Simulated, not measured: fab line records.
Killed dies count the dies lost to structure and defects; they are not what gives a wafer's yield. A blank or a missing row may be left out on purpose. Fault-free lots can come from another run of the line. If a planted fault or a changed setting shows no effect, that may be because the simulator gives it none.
Chamber matching ; flow nand_harc ; rie_diel-09 running NHARC_A_M1_DESCUM_14: 4 sister chambers
The step chemistry O2, time 3 s. 18 wafers are shown with their chamber, then 9 later ones without.

== WAFERS, EACH WITH ITS CHAMBER ==
wafer;chamber;drypump_motor_current_A (A);rf_vpp_V (V);oes_product_au (a.u.)
L076.1;0;5.7;56.5;1.003
L076.5;1;5.2;58.4;1.018
L076.6;0;5.7;58.2;1.001
L082.2;1;5.2;58.5;0.989
L082.3;3;6.0;57.1;0.998
L082.5;0;5.7;57.7;1.005
L080.1;3;6.0;58.5;1.000
L080.5;3;6.0;58.4;0.998
L080.6;2;6.5;58.8;0.980
L085.2;3;6.0;57.0;0.993
L085.3;1;5.2;59.3;0.992
L085.6;1;5.2;58.2;0.997
L087.1;2;6.5;58.0;0.991
L087.3;0;5.7;58.0;1.000
L087.5;2;6.5;58.9;0.986
L086.1;2;6.5;58.9;1.000
L086.5;0;5.7;57.4;0.997
L086.6;1;5.3;57.7;0.995

SIGNATURES (averages over the wafers above)
reading;chamber 0;chamber 1;chamber 2;chamber 3;scatter within a chamber
drypump_motor_current_A;5.700;5.220;6.500;6.000;0.0239
rf_vpp_V;57.560;58.420;58.650;57.750;0.636
oes_product_au;1.00120;0.99820;0.98925;0.99725;0.00758
Rule: a wafer lies at a distance from a chamber equal to the root of the sum of squares, over the readings, of (its reading less the chamber's mean, divided by the reading's scatter). If the next closest chamber is less than 2 further off than the closest, the wafer can't be placed; otherwise it belongs to the closest. How the scatter is found: for the shown wafers, subtract from each reading the mean of its chamber, square and add these, divide the total by (wafers less chambers), then take the root.

== WAFERS WITH NO CHAMBER GIVEN ==
wafer;drypump_motor_current_A (A);rf_vpp_V (V);oes_product_au (a.u.)
L089.1;5.2;57.4;0.982
L089.3;5.6;60.4;0.992
L089.6;6.5;57.9;0.979
L092.2;5.2;58.1;0.984
L092.4;6.5;58.0;0.985
L092.5;6.0;56.5;0.981
L094.3;6.5;59.5;0.986
L094.4;5.2;59.2;0.982
L094.5;5.6;58.8;0.997

== EACH ONE'S CHAMBER ==
wafer;from the rows above;in truth
L089.1;1;1
L089.3;0;0
L089.6;2;2
L092.2;1;1
L092.4;2;2
L092.5;3;3
L094.3;2;2
L094.4;1;1
L094.5;0;0
Correctly placed: 9 of 9. Can't be placed from these rows: 0. Wrongly placed: 0.
